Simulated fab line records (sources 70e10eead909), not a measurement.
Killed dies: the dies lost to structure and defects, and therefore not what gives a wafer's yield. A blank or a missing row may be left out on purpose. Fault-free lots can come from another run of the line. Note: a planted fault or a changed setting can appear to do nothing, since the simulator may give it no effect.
A lot that was struck, set against a sound lot	flow nandHarc	15 out of 1302 route steps
Sound: these wafers, L833.2, L833.4, L833.6. Struck: wafers L847.1, L847.3, L847.5. At the end, the cause is stated.
For every step that has rows: the tool of each side, followed by ch and its chambers, followed by its first start. Under that, the readings that differ: sound wafers	struck wafers	difference of the means	sigmas: that difference in standard deviations of wafers without a fault.
alike: same words and numbers on both sides, and readings whose means sit less than 2 such deviations apart. not compared: any withheld reading, any reading some wafer has no value for, any bound like >300 that may hide the same value, and any number with overlapping values for which the record gives no deviation.
A row with sigmas, a row that says differs or no value, or rows on one side alone: a step with any of these is where the two part. Numbers that have no deviation but don't overlap get no sigmas and don't part them. A reading that every wafer of one side lacks parts them only if that side has two wafers or more.

NHARC_A_ONON_D2_THK_MEAS_14: measures by ellipsometry.
  sound: filmMetro-02 at day 16 03:44; struck: filmMetro-02 at day 22 01:17
  alike: thkNm
then, 2 steps without rows for these wafers: NHARC_A_ONON_D2_ANNEAL_15 (time 3600 s); NHARC_A_ONON_D2_DEP_16 (target thk 1000 nm).
NHARC_A_ONON_D2_THK_MEAS_18: measures by ellipsometry.
  sound: filmMetro-02 at day 16 11:10; struck: filmMetro-01 at day 22 09:15
  alike: thkNm
then NHARC_A_ONON_D2_DEP_19 (target thk 1000 nm), 1 step lacking rows for these wafers.
NHARC_A_ONON_D2_THK_MEAS_21: measures by ellipsometry.
  sound: filmMetro-01 at day 16 11:44; struck: filmMetro-02 at day 22 09:49
  alike: thkNm
then NHARC_A_ONON_D2_DEP_22 (target thk 1000 nm), 1 step lacking rows for these wafers.
NHARC_A_ONON_D2_THK_MEAS_24: measures by ellipsometry.
  sound: filmMetro-02 at day 16 12:18; struck: filmMetro-02 at day 22 10:23
  alike: thkNm
then NHARC_A_ONON_D2_DEP_25 (target thk 1000 nm), 1 step lacking rows for these wafers.
NHARC_A_ONON_D2_THK_MEAS_27: measures by ellipsometry.
  sound: filmMetro-02 at day 16 12:52; struck: filmMetro-01 at day 22 10:57
  alike: thkNm
then NHARC_A_ONON_D2_DEP_28 (target thk 1000 nm), 1 step lacking rows for these wafers.
NHARC_A_ONON_D2_THK_MEAS_30: measures by ellipsometry.
  sound: filmMetro-01 at day 16 13:26; struck: filmMetro-01 at day 22 11:31
  alike: thkNm
NHARC_A_ONON_D2_DEP_33: deposits SiO2, target thk 200 nm.
  sound on pecvd-01 ch 0,1,2, day 16 13:29; struck on pecvd-04 ch 1,2, day 22 11:40
reading	sound	struck	difference	sigmas
mfcPrecursorSccm (sccm)	161.6 161.1 160.4	174.9 175.8 175.8	+14.5	+33
  alike: heaterPowerOuterW, heaterPowerW, throttleValvePct
NHARC_A_ONON_D2_THK_MEAS_34: measures by ellipsometry.
  sound: filmMetro-02 at day 16 13:55; struck: filmMetro-01 at day 22 12:02
reading	sound	struck	difference	sigmas
thkNm (nm)	200.2 205.0 207.0	214.3 215.2 217.5	+11.6	+4
NHARC_END_SORT_01:
  the record has rows for the sound wafers here (prober-01 ch 0, day 28 00:31) and none for the struck ones

WHERE THEY PART
Last at NHARC_END_SORT_01 as far as this record goes, first at NHARC_A_ONON_D2_DEP_33.

WHY: what the simulator had put in
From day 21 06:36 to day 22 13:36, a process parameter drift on pecvd-04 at NHARC_A_ONON_D2_DEP_33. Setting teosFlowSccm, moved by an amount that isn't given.
